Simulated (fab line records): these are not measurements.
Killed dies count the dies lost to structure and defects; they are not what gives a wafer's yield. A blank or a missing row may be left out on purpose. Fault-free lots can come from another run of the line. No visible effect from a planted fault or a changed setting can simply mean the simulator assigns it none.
fab line records	flow n5_finfet	part 1 of 2: steps 1 to 4 of 6
record: lots: 20	wafers: 60	last_day: 18
route steps=1938 shown GATE_CUT@466
lots that met no fault: from a run of the same line without faults
start_h: hours from the record's opening day to when the first of the lot's shown wafers began	wait_h: hours from the lot's prior step to this one	" unchanged from the row above	L1.1+2: one row covering several wafers at once	- no value, or no start given	* or withheld: withheld	< > ~ a bound
route shown NAME@n: NAME is a module with steps in the file, n the number in the route of the first one	usual: mean and standard deviation over wafers with no fault	same: alike in all rows	chamber/n: place in a boat	sites: per-site readings	_std_site: standard deviation across them	_edge_site: mean of outer sites minus mean of inner sites	radius_mm: for every site, how far away it sits from the centre of the wafer	mask NAME#n: copy n	behind: the tool/chamber that last shaped the wafer	hold: reason for holding the lot/hours on hold/outcome of the hold	device: transistor that didn't switch, given as n, p or np	end of line: tests run on the same wafers once the route is complete	step lacking rows: just its recipe	killed: count of dies lost to structure and defects at first sort (not the wafer's yield)	map: per-die view of a wafer (x killed, . not killed, _ where there is no die)
set.NAME: the setting that was run; set.NAME@STEP: the one run at that earlier step	model.NAME: the simulator's own value behind a step, which no gauge read
one table for each step of the route and one row for each wafer, over a sample of lots
services: a tool's chamber out of use, with start hour (start_h, from the record's first day; less than 0 if before it), hours out, and reason
== steps ==
step: N5_GATE_CUT_ETCH_56
recipe: chemistry: Cl2/Ar	target: TiN	target_depth_a: 216	pressure_mtorr: 10	icp_w: 600	bias_w: 60	Cl2_flow_sccm: 40	Ar_flow_sccm: 60
usual: drypump_motor_current_A: 6.0/0.35	mfc_cl2_sccm: 40.02/0.12	oes_product_au: 0.73/0.07	throttle_valve_pct: 21.00/0.19
lot.wafer	tool	chamber	start_h	wait_h	drypump_motor_current_A	mfc_cl2_sccm	oes_product_au	rf_hours_counter_h	throttle_valve_pct
L074.2	rie_metal-01	0	81.38	0.1	6.1	39.92	0.64	98	21.16
L074.3	"	1	"	"	6.0	40.05	0.74	-	20.69
L074.6	"	0	"	"	6.1	40.05	0.64	-	21.17
L075.1	rie_metal-03	0	83.91	0.1	5.8	40.05	0.85	21	21.00
L075.3	"	0	"	"	5.9	40.03	0.84	-	21.01
L075.5	"	0	"	"	5.9	40.14	0.84	-	21.02
L076.2	rie_metal-03	0	90.96	0.1	5.9	40.20	0.86	22	21.01
L076.3	"	0	"	"	5.9	40.08	0.84	-	21.01
L076.5	"	0	"	"	5.9	39.99	0.83	-	21.02
L078.2	rie_metal-03	1	104.38	0.1	6.4	40.04	0.72	76	21.04
L078.4	"	1	"	"	6.4	39.97	0.71	-	21.07
L078.6	"	0	"	"	5.9	40.03	0.84	-	21.00
L079.2	rie_metal-03	0	111.18	0.1	5.9	39.81	0.84	24	21.01
L079.3	"	0	"	"	5.9	40.06	0.84	-	21.01
L079.6	"	1	"	"	6.5	40.05	0.71	-	21.05
L080.1	rie_metal-01	0	116.32	0.1	6.1	39.95	0.63	101	21.18
L080.3	"	0	"	"	6.1	39.95	0.63	-	21.17
L080.5	"	0	"	"	6.1	39.97	0.64	-	21.17
L082.2	rie_metal-03	1	130.36	0.1	6.4	40.11	0.71	78	21.06
L082.3	"	1	"	"	6.4	40.01	0.71	-	21.06
L082.5	"	0	"	"	5.9	40.05	0.82	-	21.02
L083.3	rie_metal-03	1	137.10	0.1	6.5	39.82	0.71	-	21.05
L083.4	"	0	"	"	5.9	40.14	0.83	-	21.01
L083.5	"	0	"	"	5.9	40.04	0.83	-	21.00
L084.1	rie_metal-01	0	145.22	0.1	6.1	39.89	0.62	104	21.21
L084.2	"	1	"	"	6.0	39.94	0.74	70	20.69
L084.4	"	1	"	"	6.0	39.89	0.74	-	20.67
L085.2	rie_metal-02	0	147.29	0.1	5.7	39.87	0.64	124	20.96
L085.3	"	0	"	"	5.7	39.88	0.64	-	20.96
L085.5	"	1	"	"	5.1	40.05	0.74	-	21.19
L086.1	rie_metal-03	0	159.12	0.2	5.9	40.13	0.82	27	21.01
L086.4	"	0	"	"	5.9	40.01	0.82	-	21.02
L086.6	"	0	"	"	5.9	40.02	0.83	-	21.02
L087.1	rie_metal-01	0	162.61	0.1	6.1	40.09	0.62	105	21.20
L087.4	"	0	"	"	6.1	39.81	0.62	-	21.21
L087.5	"	0	"	"	6.1	39.92	0.63	-	21.21
L088.2	rie_metal-03	1	166.02	0.1	6.4	40.08	0.70	80	21.06
L088.5	"	1	"	"	6.4	39.97	0.71	-	21.06
L088.6	"	0	"	"	5.8	40.22	0.82	-	21.04
L090.1	rie_metal-01	0	178.48	0.1	6.1	40.08	0.62	107	21.20
L090.2	"	1	"	"	5.9	40.01	0.73	74	20.70
L090.6	"	0	"	"	6.1	39.91	0.62	-	21.22
L091.1	rie_metal-03	1	185.94	0.1	6.4	40.06	0.70	82	21.07
L091.3	"	0	"	"	5.9	40.04	0.82	-	21.02
L091.5	"	1	"	"	6.4	40.17	0.70	-	21.07
L092.1	rie_metal-03	0	194.62	0.1	5.9	40.09	0.81	32	21.03
L092.2	"	1	"	"	6.4	39.99	0.70	84	21.08
L092.6	"	0	"	"	5.9	40.07	0.81	-	21.02
L093.1	rie_metal-01	0	196.08	0.1	6.1	40.20	0.62	109	21.21
L093.4	"	0	"	"	6.1	39.94	0.62	-	21.21
L093.5	"	0	"	"	6.1	40.10	0.62	-	21.20
L094.1	rie_metal-01	0	206.18	0.1	6.1	40.02	0.62	110	21.21
L094.5	"	0	"	"	6.1	39.94	0.62	-	21.21
L094.6	"	1	"	"	6.0	39.90	0.72	-	20.70
L095.1	rie_metal-01	0	210.23	0.1	6.1	39.90	0.61	110	21.21
L095.2	"	1	"	"	6.0	40.03	0.73	77	20.71
L095.4	"	0	"	"	6.1	39.92	0.61	-	21.22
L097.1	rie_metal-02	1	228.30	0.2	5.1	39.88	0.72	81	21.21
L097.3	"	1	"	"	5.1	39.86	0.72	-	21.20
L097.5	"	1	"	"	5.1	39.98	0.72	-	21.21
step: N5_GATE_CUT_ETCHBACK_30
recipe: chemistry: Cl2/Ar	target: TiN	target_depth_a: 30	mode: isotropic	pressure_mtorr: 10	icp_w: 600	bias_w: 60	Cl2_flow_sccm: 40	Ar_flow_sccm: 60
usual: drypump_motor_current_A: 6.0/0.35	mfc_cl2_sccm: 39.97/0.11	oes_product_au: 0.72/0.07	throttle_valve_pct: 21.00/0.19
lot.wafer	tool	chamber	start_h	wait_h	drypump_motor_current_A	mfc_cl2_sccm	oes_product_au	rf_hours_counter_h	throttle_valve_pct
L074.2	rie_metal-01	0	81.47	0.1	6.1	39.86	0.63	98	21.20
L074.3	"	1	"	"	6.0	39.91	0.75	-	20.68
L074.6	"	0	"	"	6.1	39.95	0.64	-	21.17
L075.1	rie_metal-03	0	84.00	0.1	5.9	39.79	0.84	21	21.01
L075.3	"	0	"	"	5.9	39.93	0.84	-	21.00
L075.5	"	0	"	"	5.9	39.76	0.84	-	21.02
L076.2	rie_metal-03	0	91.05	0.1	5.9	40.13	0.84	22	21.01
L076.3	"	0	"	"	5.9	39.83	0.84	-	21.02
L076.5	"	0	"	"	5.9	39.82	0.83	-	21.01
L078.2	rie_metal-03	1	104.47	0.1	6.4	39.99	0.71	76	21.06
L078.4	"	1	"	"	6.4	39.97	0.72	-	21.07
L078.6	"	0	"	"	5.8	40.13	0.84	-	21.00
L079.2	rie_metal-03	0	111.27	0.1	5.9	39.95	0.84	24	21.00
L079.3	"	0	"	"	5.9	39.96	0.85	-	21.00
L079.6	"	1	"	"	6.4	40.05	0.71	-	21.05
L080.1	rie_metal-01	0	116.41	0.1	6.1	40.08	0.63	101	21.18
L080.3	"	0	"	"	6.1	40.10	0.62	-	21.18
L080.5	"	0	"	"	6.1	40.05	0.62	-	21.18
L082.2	rie_metal-03	1	130.45	0.1	6.4	39.92	0.71	78	21.05
L082.3	"	1	"	"	6.4	39.80	0.71	-	21.07
L082.5	"	0	"	"	5.9	39.93	0.83	-	21.01
L083.3	rie_metal-03	1	137.17	0.0	6.4	39.82	0.70	-	21.06
L083.4	"	0	"	"	5.9	39.98	0.83	-	21.01
L083.5	"	0	"	"	5.9	40.04	0.83	-	21.02
L084.1	rie_metal-01	0	145.31	0.1	6.1	40.12	0.62	104	21.19
L084.2	"	1	"	"	6.0	40.15	0.74	70	20.70
L084.4	"	1	"	"	6.0	40.15	0.73	-	20.68
L085.2	rie_metal-02	0	147.38	0.1	5.7	39.84	0.64	124	20.94
L085.3	"	0	"	"	5.7	39.86	0.64	-	20.95
L085.5	"	1	"	"	5.1	39.88	0.74	-	21.17
L086.1	rie_metal-03	0	159.30	0.1	5.9	39.75	0.83	27	21.02
L086.4	"	0	"	"	5.9	39.82	0.82	-	21.02
L086.6	"	0	"	"	5.9	39.76	0.83	-	21.01
L087.1	rie_metal-01	0	162.70	0.1	6.1	39.95	0.62	105	21.20
L087.4	"	0	"	"	6.1	39.72	0.62	-	21.21
L087.5	"	0	"	"	6.1	39.86	0.62	-	21.20
L088.2	rie_metal-03	1	166.11	0.1	6.4	40.07	0.70	80	21.07
L088.5	"	1	"	"	6.4	40.02	0.70	-	21.04
L088.6	"	0	"	"	5.9	39.99	0.81	-	21.03
L090.1	rie_metal-01	0	178.57	0.1	6.1	40.11	0.62	107	21.22
L090.2	"	1	"	"	6.0	40.11	0.73	74	20.70
L090.6	"	0	"	"	6.1	40.06	0.62	-	21.20
L091.1	rie_metal-03	1	186.03	0.1	6.4	40.00	0.70	82	21.06
L091.3	"	0	"	"	5.9	40.13	0.82	-	21.02
L091.5	"	1	"	"	6.4	39.95	0.70	-	21.06
L092.1	rie_metal-03	0	194.74	0.1	5.9	39.98	0.81	32	21.02
L092.2	"	1	"	"	6.4	40.05	0.69	84	21.07
L092.6	"	0	"	"	5.9	40.07	0.81	-	21.03
L093.1	rie_metal-01	0	196.17	0.1	6.1	39.89	0.61	109	21.20
L093.4	"	0	"	"	6.1	39.84	0.62	-	21.21
L093.5	"	0	"	"	6.1	39.85	0.62	-	21.21
L094.1	rie_metal-01	0	206.27	0.1	6.1	40.06	0.62	110	21.20
L094.5	"	0	"	"	6.1	39.99	0.62	-	21.21
L094.6	"	1	"	"	6.0	40.08	0.72	-	20.70
L095.1	rie_metal-01	0	210.32	0.1	6.1	40.02	0.62	110	21.22
L095.2	"	1	"	"	6.0	39.93	0.72	77	20.72
L095.4	"	0	"	"	6.1	40.13	0.62	-	21.20
L097.1	rie_metal-02	1	228.48	0.1	5.1	40.13	0.72	81	21.20
L097.3	"	1	"	"	5.1	40.07	0.72	-	21.20
L097.5	"	1	"	"	5.1	39.95	0.72	-	21.20
step: N5_GATE_CUT_ETCH_36
recipe: chemistry: CF4	target: SiARC	target_depth_a: 130	mask_material: CAR-EUV	time_s: 21.7	ion_energy_ev: 80	pressure_mtorr: 40	source_w: 545	bias_w: 36	Ar_flow_sccm: 100	cf4_flow_sccm: 100	ends: cleared
usual: cf4_flow_sccm: 99.99/0.27	drypump_motor_current_A: 5.7/0.5	etch_rf_on_time_s: 21.7/0.46	oes_product_au: 0.65/0.057	rf_vpp_V: 184.2/1.3	showerhead_plenum_p_Torr: 2.15/0.085	throttle_valve_pct: 15.71/0.16
lot.wafer	tool	chamber	start_h	wait_h	cf4_flow_sccm	drypump_motor_current_A	etch_rf_on_time_s	oes_product_au	rf_hours_counter_h	rf_vpp_V	showerhead_plenum_p_Torr	throttle_valve_pct
L074.2	rie_diel-06	0	85.10	0.0	100.43	5.7	22.2	0.64	161	186.0	2.21	15.76
L074.3	"	2	"	"	100.07	4.8	21.4	0.60	237	184.4	2.03	15.88
L074.6	"	3	"	"	100.01	6.1	20.8	0.64	-	183.1	2.12	15.70
L075.1	rie_diel-04	3	87.62	0.0	99.80	6.0	21.7	0.61	197	184.3	2.22	15.70
L075.3	"	1	"	"	100.04	5.4	21.5	0.63	192	184.4	2.20	15.96
L075.5	"	2	"	"	99.98	5.9	22.2	0.77	-	183.4	2.19	15.41
L076.2	rie_diel-01	0	94.56	0.0	99.60	6.2	22.1	0.61	180	183.1	2.06	15.95
L076.3	"	2	"	"	99.67	5.1	22.6	0.66	123	186.6	2.26	15.74
L076.5	"	1	"	"	100.15	6.3	21.4	0.66	-	185.2	2.14	15.76
L078.2	rie_diel-01	3	108.94	0.0	99.88	5.9	21.7	0.60	217	183.9	2.13	15.62
L078.4	"	3	"	"	99.86	5.9	21.9	0.60	-	182.6	2.13	15.63
L078.6	"	1	"	"	99.76	6.3	21.4	0.67	-	183.6	2.14	15.76
L079.2	rie_diel-01	3	115.54	0.0	99.94	5.9	22.1	0.59	219	184.6	2.13	15.63
L079.3	"	2	"	"	100.08	5.1	22.5	0.66	130	186.0	2.25	15.75
L079.6	"	3	"	"	100.13	5.9	22.1	0.60	-	185.7	2.13	15.63
L080.1	rie_diel-01	2	119.93	0.0	100.12	5.1	22.4	0.66	130	184.6	2.25	15.76
L080.3	"	1	"	"	99.97	6.4	21.8	0.66	150	185.3	2.14	15.77
L080.5	"	1	"	"	100.18	6.4	21.7	0.66	-	185.3	2.14	15.78
L082.2	rie_diel-01	3	133.96	0.0	99.75	5.9	22.0	0.59	223	184.0	2.13	15.63
L082.3	"	0	"	"	99.89	6.2	22.3	0.60	187	183.7	2.05	15.98
L082.5	"	1	"	"	100.35	6.4	21.4	0.66	-	185.7	2.14	15.79
L083.3	rie_diel-06	3	140.70	0.0	99.80	6.1	20.8	0.63	215	184.0	2.11	15.71
L083.4	"	3	"	"	99.89	6.2	21.1	0.63	-	183.0	2.11	15.74
L083.5	"	0	"	"	100.21	5.6	21.8	0.64	-	185.1	2.21	15.77
L084.1	rie_diel-06	2	151.16	0.0	99.86	4.8	20.8	0.86	1	184.4	2.28	15.41
L084.2	"	3	"	"	100.30	6.2	21.1	0.63	220	183.9	2.11	15.72
L084.4	"	1	"	"	100.20	5.6	21.6	0.67	117	182.4	1.99	15.47
L085.2	rie_diel-06	0	153.67	0.0	99.78	5.6	21.9	0.62	183	185.2	2.21	15.77
L085.3	"	2	"	"	100.31	4.8	20.9	0.84	3	185.0	2.28	15.40
L085.5	"	3	"	"	100.02	6.1	21.0	0.62	-	184.0	2.11	15.75
L086.1	rie_diel-04	0	163.08	0.0	100.00	5.3	21.8	0.65	164	185.4	2.22	15.66
L086.4	"	1	"	"	100.44	5.5	21.3	0.62	217	183.1	2.19	16.01
L086.6	"	2	"	"	100.32	5.9	22.2	0.72	-	183.1	2.18	15.44
L087.1	rie_diel-06	1	166.79	0.0	99.58	5.6	21.6	0.67	124	182.0	1.99	15.47
L087.4	"	3	"	"	99.75	6.2	21.4	0.62	228	183.9	2.11	15.75
L087.5	"	2	"	"	100.09	4.8	21.1	0.81	-	186.2	2.28	15.42
L088.2	rie_diel-06	1	171.16	0.0	100.16	5.6	21.5	0.66	126	182.7	1.99	15.47
L088.5	"	2	"	"	99.93	4.8	21.0	0.81	-	185.6	2.28	15.42
L088.6	"	1	"	"	99.94	5.6	21.5	0.67	-	182.1	1.99	15.48
L090.1	rie_diel-01	0	183.12	0.0	99.61	6.2	22.0	0.60	193	183.0	2.05	15.98
L090.2	"	2	"	"	99.56	5.1	22.3	0.65	140	185.1	2.25	15.77
L090.6	"	3	"	"	100.70	5.9	22.3	0.59	-	183.8	2.13	15.65
L091.1	rie_diel-06	0	189.85	0.0	99.84	5.6	22.1	0.61	195	185.5	2.20	15.82
L091.3	"	3	"	"	100.00	6.1	21.1	0.62	235	183.3	2.10	15.78
L091.5	"	2	"	"	99.94	4.8	20.9	0.80	-	186.9	2.28	15.43
L092.1	rie_diel-01	1	199.91	0.0	99.86	6.3	21.5	0.65	165	181.9	2.14	15.79
L092.2	"	0	"	"	99.91	6.2	21.9	0.60	197	183.3	2.05	16.00
L092.6	"	2	"	"	99.74	5.1	22.4	0.64	-	184.3	2.25	15.80
L093.1	rie_diel-01	2	200.28	0.0	99.73	5.1	22.4	0.64	144	184.0	2.25	15.79
L093.4	"	1	"	"	100.12	6.4	21.5	0.65	165	184.3	2.14	15.79
L093.5	"	3	"	"	99.72	5.9	22.1	0.59	-	182.5	2.12	15.65
L094.1	rie_diel-01	3	209.80	0.0	100.05	5.9	22.3	0.58	236	184.7	2.12	15.65
L094.5	"	2	"	"	100.12	5.1	22.5	0.65	-	185.0	2.25	15.79
L094.6	"	3	"	"	100.09	5.9	22.4	0.58	-	184.6	2.12	15.66
L095.1	rie_diel-06	1	214.10	0.0	100.26	5.5	21.7	0.65	137	181.3	1.99	15.49
L095.2	"	0	"	"	99.79	5.6	21.9	0.62	203	183.7	2.20	15.83
L095.4	"	3	"	"	99.73	6.1	21.1	0.61	241	184.1	2.10	15.77
L097.1	rie_diel-06	3	232.09	0.0	99.67	6.2	21.0	0.61	247	184.6	2.10	15.78
L097.3	"	2	"	"	99.72	4.8	20.8	0.78	28	187.7	2.27	15.46
L097.5	"	1	"	"	100.00	5.6	21.5	0.65	-	181.5	1.98	15.51
step: N5_GATE_CUT_STRIP_41
recipe: chemistry: CF4	resist: SiARC	power_w: 300	bias_power_w: 75	pressure_mtorr: 50	cf4_flow_sccm: 150	rf_frequency_hz: 6e+07
usual: cf4_flow_sccm: 150.0/0.48	drypump_motor_current_A: 5.7/0.5	oes_product_au: 0.176/0.015	rf_vpp_V: 271.2/1.7	showerhead_plenum_p_Torr: 1.80/0.068	throttle_valve_pct: 13.70/0.17
lot.wafer	tool	chamber	start_h	wait_h	cf4_flow_sccm	drypump_motor_current_A	oes_product_au	rf_hours_counter_h	rf_vpp_V	showerhead_plenum_p_Torr	throttle_valve_pct
L074.2	rie_diel-06	0	85.27	0.0	150.9	5.6	0.175	161	272.2	1.85	13.74
L074.3	"	2	"	"	149.5	4.8	0.161	237	269.5	1.71	13.90
L074.6	"	3	"	"	150.5	6.2	0.166	-	271.8	1.77	13.69
L075.1	rie_diel-04	3	87.79	0.0	149.6	6.0	0.158	197	271.1	1.87	13.73
L075.3	"	1	"	"	151.1	5.4	0.169	192	271.6	1.85	13.93
L075.5	"	2	"	"	150.0	5.9	0.205	-	270.6	1.84	13.37
L076.2	rie_diel-01	0	94.73	0.0	150.0	6.2	0.165	180	269.8	1.73	13.95
L076.3	"	2	"	"	150.1	5.1	0.182	123	272.0	1.88	13.65
L076.5	"	1	"	"	150.7	6.4	0.173	-	270.5	1.81	13.76
L078.2	rie_diel-01	3	109.11	0.0	151.1	6.0	0.163	217	269.5	1.78	13.62
L078.4	"	3	"	"	150.6	6.0	0.159	-	270.5	1.78	13.61
L078.6	"	1	"	"	150.3	6.4	0.177	-	270.6	1.80	13.77
L079.2	rie_diel-01	3	115.71	0.0	149.9	5.9	0.163	219	269.6	1.78	13.62
L079.3	"	2	"	"	150.0	5.1	0.185	130	272.7	1.88	13.67
L079.6	"	3	"	"	149.5	5.9	0.164	-	272.0	1.78	13.61
L080.1	rie_diel-01	2	120.10	0.0	150.6	5.1	0.183	130	272.7	1.88	13.67
L080.3	"	1	"	"	150.0	6.4	0.176	150	270.5	1.80	13.79
L080.5	"	1	"	"	150.2	6.4	0.180	-	270.4	1.80	13.79
L082.2	rie_diel-01	3	134.13	0.0	150.1	5.9	0.163	223	269.4	1.78	13.62
L082.3	"	0	"	"	150.0	6.2	0.169	188	268.4	1.73	13.98
L082.5	"	1	"	"	150.0	6.4	0.173	-	270.5	1.80	13.80
L083.3	rie_diel-06	3	140.87	0.0	150.2	6.2	0.170	215	271.8	1.77	13.71
L083.4	"	3	"	"	150.2	6.1	0.163	-	269.8	1.77	13.71
L083.5	"	0	"	"	150.2	5.6	0.171	-	273.2	1.85	13.78
L084.1	rie_diel-06	2	151.33	0.0	149.9	4.8	0.227	2	275.3	1.92	13.37
L084.2	"	3	"	"	150.6	6.1	0.166	220	271.5	1.77	13.72
L084.4	"	1	"	"	150.2	5.6	0.178	117	266.7	1.68	13.47
L085.2	rie_diel-06	0	153.85	0.0	151.3	5.6	0.168	183	272.4	1.85	13.78
L085.3	"	2	"	"	149.6	4.8	0.225	3	274.3	1.92	13.37
L085.5	"	3	"	"	149.7	6.2	0.165	-	272.0	1.77	13.73
L086.1	rie_diel-04	0	163.25	0.0	149.5	5.3	0.176	164	273.7	1.85	13.60
L086.4	"	1	"	"	150.1	5.4	0.164	217	272.9	1.84	14.00
L086.6	"	2	"	"	149.9	5.9	0.197	-	270.8	1.83	13.42
L087.1	rie_diel-06	1	166.96	0.0	150.1	5.5	0.177	124	269.8	1.67	13.47
L087.4	"	3	"	"	149.7	6.1	0.165	228	269.5	1.76	13.75
L087.5	"	2	"	"	150.4	4.8	0.212	-	272.7	1.91	13.38
L088.2	rie_diel-06	1	171.33	0.0	150.6	5.5	0.184	126	269.1	1.67	13.48
L088.5	"	2	"	"	149.5	4.8	0.219	-	274.5	1.91	13.40
L088.6	"	1	"	"	150.3	5.6	0.176	-	268.6	1.67	13.49
L090.1	rie_diel-01	0	183.29	0.0	150.4	6.2	0.163	194	267.9	1.73	13.98
L090.2	"	2	"	"	149.7	5.1	0.188	140	272.5	1.88	13.70
L090.6	"	3	"	"	150.4	5.9	0.161	-	269.5	1.78	13.63
L091.1	rie_diel-06	0	190.02	0.0	150.6	5.6	0.168	195	271.1	1.84	13.81
L091.3	"	3	"	"	149.5	6.1	0.165	235	269.8	1.76	13.76
L091.5	"	2	"	"	149.9	4.8	0.216	-	272.7	1.91	13.39
L092.1	rie_diel-01	1	200.08	0.0	150.0	6.4	0.177	165	270.4	1.80	13.81
L092.2	"	0	"	"	150.1	6.2	0.172	197	270.7	1.73	13.99
L092.6	"	2	"	"	149.9	5.1	0.177	-	271.9	1.88	13.69
L093.1	rie_diel-01	2	200.45	0.0	149.6	5.1	0.177	144	272.8	1.88	13.73
L093.4	"	1	"	"	150.6	6.3	0.184	165	271.2	1.80	13.82
L093.5	"	3	"	"	149.7	5.9	0.162	-	270.7	1.78	13.65
L094.1	rie_diel-01	3	209.97	0.0	150.3	5.9	0.161	236	272.7	1.78	13.66
L094.5	"	2	"	"	150.4	5.1	0.172	-	273.1	1.88	13.74
L094.6	"	3	"	"	149.2	5.9	0.162	-	271.8	1.78	13.65
L095.1	rie_diel-06	1	214.27	0.0	149.9	5.5	0.178	137	267.7	1.67	13.51
L095.2	"	0	"	"	150.2	5.6	0.165	203	271.8	1.84	13.83
L095.4	"	3	"	"	149.5	6.1	0.159	242	270.1	1.76	13.78
L097.1	rie_diel-06	3	232.26	0.0	149.7	6.2	0.161	247	269.6	1.76	13.78
L097.3	"	2	"	"	150.9	4.8	0.200	28	274.6	1.91	13.42
L097.5	"	1	"	"	149.8	5.5	0.173	-	267.2	1.67	13.51
